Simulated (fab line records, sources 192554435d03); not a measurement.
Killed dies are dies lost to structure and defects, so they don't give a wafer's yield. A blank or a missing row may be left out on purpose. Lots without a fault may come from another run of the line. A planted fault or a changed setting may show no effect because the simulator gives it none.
Tool commonality check | flow n5_finfet | 10 lots, 30 wafers sampled

WHY IT WAS OPENED
At N5_PASSIVATION_OVL_MEAS_63 the reading PAD_OVL is flagged on 2 of 10 lots. Wafers without a fault read 0 nm, standard deviation 5.5.
Rule: a lot is flagged when every wafer of it that has a number lies more than 4 standard deviations from that mean, or none has a number. The other lots count as sound.

lot  | measured     | on         | PAD_OVL (nm), wafer by wafer | flag
L350 | day 11 19:34 | overlay-01 | 2 2 0                        |
L353 | day 13 05:31 | overlay-01 | -4 -4 -1                     |
L356 | day 13 06:55 | overlay-01 | 3 4 6                        |
L354 | day 13 22:55 | overlay-01 | -10 -8 -7                    |
L357 | day 14 10:19 | overlay-01 | 0 -1 -8                      |
L358 | day 14 15:32 | overlay-01 | 7 4 4                        |
L364 | day 16 08:14 | overlay-01 | 3 2 7                        |
L365 | day 16 09:29 | overlay-02 | 583 576 576                  | FLAGGED
L367 | day 17 00:32 | overlay-01 | 571 575 573                  | FLAGGED
L372 | day 18 13:37 | overlay-01 | 5 3 5                        |
The numbers of the flagged lots are 576 nm on average: +576 nm against the usual, or +99 or more standard deviations.

WHICH TOOL RAN EACH LOT
The record holds 3 process steps before the reading, out of a route of 1938 steps. In each cell: the tool, then ch and the chambers that the sampled wafers went through, then the start.
lot  | flag    | N5_MIM_BOT_LITHO_DESCUM_10         | N5_MIM_BOT_ETCH_ETCH_03           | N5_PASSIVATION_EXPOSE_27
L350 |         | rie_diel-01 ch 2,3, day 11 14:58   | rie_metal-02 ch 0,1, day 11 15:07 | krf_scanner-02 ch 0, day 11 19:22
L353 |         | rie_diel-01 ch 0,1,3, day 12 21:55 | rie_metal-02 ch 1, day 12 22:05   | krf_scanner-02 ch 0, day 13 05:19
L356 |         | rie_diel-01 ch 0,1,3, day 13 02:22 | rie_metal-02 ch 0,1, day 13 02:32 | krf_scanner-02 ch 0, day 13 06:43
L354 |         | rie_diel-06 ch 0,1,2, day 13 19:54 | rie_metal-02 ch 0,1, day 13 20:03 | krf_scanner-02 ch 0, day 13 22:43
L357 |         | rie_diel-06 ch 0,1,2, day 14 06:23 | rie_metal-02 ch 0,1, day 14 06:34 | krf_scanner-01 ch 0, day 14 10:07
L358 |         | rie_diel-01 ch 1,2,3, day 14 11:32 | rie_metal-02 ch 0,1, day 14 11:41 | krf_scanner-01 ch 0, day 14 15:19
L364 |         | rie_diel-06 ch 0,3, day 15 23:44   | rie_metal-03 ch 0,1, day 15 23:53 | krf_scanner-02 ch 0, day 16 08:01
L365 | FLAGGED | rie_diel-02 ch 0,1,2, day 16 00:26 | rie_metal-01 ch 0,1, day 16 00:37 | krf_scanner-01 ch 0, day 16 09:17
L367 | FLAGGED | rie_diel-02 ch 0,1, day 16 16:49   | rie_metal-03 ch 0,1, day 16 16:58 | krf_scanner-01 ch 0, day 17 00:20
L372 |         | rie_diel-01 ch 1,3, day 18 09:46   | rie_metal-03 ch 0,1, day 18 09:55 | krf_scanner-02 ch 0, day 18 13:24
What these steps do:
- N5_MIM_BOT_LITHO_DESCUM_10: chemistry O2, time 7.9 s.
- N5_MIM_BOT_ETCH_ETCH_03: etches the open film in Cl2/BCl3, target depth 12 nm.
- N5_PASSIVATION_EXPOSE_27: exposes mask PAD, defocus 0 nm.
- N5_PASSIVATION_OVL_MEAS_63

FLAGGED OVER TOTAL, TOOL BY TOOL (the gauges that took the reading come last)
step                       | tool           | lots run | flagged | share of the flagged lots | sound lots run after its first flagged lot
N5_MIM_BOT_LITHO_DESCUM_10 | rie_diel-01    | 5        | 0       | none                      | -
N5_MIM_BOT_LITHO_DESCUM_10 | rie_diel-02    | 2        | 2       | all                       | 0
N5_MIM_BOT_LITHO_DESCUM_10 | rie_diel-06    | 3        | 0       | none                      | -
N5_MIM_BOT_ETCH_ETCH_03    | rie_metal-01   | 1        | 1       | some                      | 0
N5_MIM_BOT_ETCH_ETCH_03    | rie_metal-02   | 6        | 0       | none                      | -
N5_MIM_BOT_ETCH_ETCH_03    | rie_metal-03   | 3        | 1       | some                      | 1 (L372)
N5_PASSIVATION_EXPOSE_27   | krf_scanner-01 | 4        | 2       | all                       | 0
N5_PASSIVATION_EXPOSE_27   | krf_scanner-02 | 6        | 0       | none                      | -
N5_PASSIVATION_OVL_MEAS_63 | overlay-01     | 9        | 1       | some                      | 1 (L372)
N5_PASSIVATION_OVL_MEAS_63 | overlay-02     | 1        | 1       | some                      | 0

WHAT THE TABLE ALLOWS
2 rows of the table ran every flagged lot: rie_diel-02 at N5_MIM_BOT_LITHO_DESCUM_10, krf_scanner-01 at N5_PASSIVATION_EXPOSE_27.
- rie_diel-02 at N5_MIM_BOT_LITHO_DESCUM_10: 2 of its 2 lots flagged. It ran no sound lot before its first flagged lot in this sample, so the start can't be narrowed down.
- krf_scanner-01 at N5_PASSIVATION_EXPOSE_27: 2 of its 4 lots flagged. Its last sound lot is L358 (day 14 15:19), its first flagged lot L365 (day 16 09:17): a fault that began between those two fits.
Counting lots can't tell these 2 tools apart, because each fits a fault that began at some hour. More lots, or a look at what each step does to the wafer, might.

WHAT THE SIMULATOR HAD PUT IN
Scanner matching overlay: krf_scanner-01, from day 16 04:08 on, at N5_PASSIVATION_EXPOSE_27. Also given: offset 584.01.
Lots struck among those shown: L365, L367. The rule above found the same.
